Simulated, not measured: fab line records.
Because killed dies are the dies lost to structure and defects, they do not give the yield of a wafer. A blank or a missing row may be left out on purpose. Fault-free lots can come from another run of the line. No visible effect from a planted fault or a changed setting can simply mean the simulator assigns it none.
Chamber matching -- flow n5_finfet -- 3 sister chambers for N5_BEOL_M0_SAQP_PECVD_04 on pecvd-03
The step deposits a-Si from SiH4/He, target thk 60 nm, time 60.2 s. 24 wafers are shown with their chamber, then 12 later ones without.

## WAFERS WITH THEIR CHAMBER
wafer,chamber,showerhead_plenum_p_Torr (Torr),throttle_valve_pct (%),heater_power_w (W)
L074.1,2,5.60,17.7,603
L074.2,1,5.75,18.2,617
L074.6,1,5.75,18.3,617
L075.1,1,5.76,17.9,573
L075.4,1,5.75,18.0,596
L075.5,2,5.60,17.5,706
L079.2,1,5.74,17.8,661
L079.4,1,5.76,17.7,674
L079.5,2,5.62,17.6,694
L081.1,1,5.74,18.2,576
L081.3,0,5.65,18.6,705
L081.5,0,5.67,18.8,702
L084.2,0,5.67,18.3,685
L084.3,1,5.77,18.4,573
L084.6,2,5.62,17.8,669
L083.2,1,5.75,18.0,641
L083.5,1,5.75,18.3,652
L083.6,0,5.66,18.8,721
L085.1,1,5.76,18.0,645
L085.5,2,5.60,17.8,729
L085.6,0,5.68,18.8,726
L087.1,0,5.67,18.5,740
L087.3,2,5.62,17.7,671
L087.5,1,5.77,18.2,641

SIGNATURES, as means of the wafers listed above
reading,chamber 0,chamber 1,chamber 2,scatter within a chamber
showerhead_plenum_p_Torr,5.6667,5.7542,5.6100,0.0103
throttle_valve_pct,18.633,18.083,17.683,0.195
heater_power_w,713.17,622.17,678.67,34.7
Rule: for a wafer and a chamber, the distance is found by dividing, reading by reading, the gap between the wafer's reading and the chamber's mean by the reading's scatter, squaring, summing and taking the root. If the next closest chamber is less than 2 further off than the closest, the wafer can't be placed; otherwise it belongs to the closest. The scatter is the square root of a quotient: the sum, over the shown wafers, of each reading's squared deviation from its chamber's mean, divided by wafers minus chambers.

## WAFERS WHOSE CHAMBER IS MISSING
wafer,showerhead_plenum_p_Torr (Torr),throttle_valve_pct (%),heater_power_w (W)
L089.1,5.73,18.1,657
L089.2,5.59,17.6,651
L089.5,5.61,17.9,630
L090.3,5.62,17.8,687
L090.5,5.62,18.0,701
L090.6,5.67,18.3,671
L095.3,5.59,17.9,701
L095.4,5.60,18.0,715
L095.5,5.76,18.0,627
L096.3,5.75,17.9,629
L096.4,5.68,18.6,697
L096.5,5.62,18.0,681

## WHICH CHAMBER EACH WENT THROUGH
wafer,from the rows above,in truth
L089.1,1,1
L089.2,2,2
L089.5,2,2
L090.3,2,2
L090.5,2,2
L090.6,0,0
L095.3,2,2
L095.4,2,2
L095.5,1,1
L096.3,1,1
L096.4,0,0
L096.5,2,2
Correctly placed: 12 of 12. Not placeable from these rows: 0. Placed wrongly: 0.
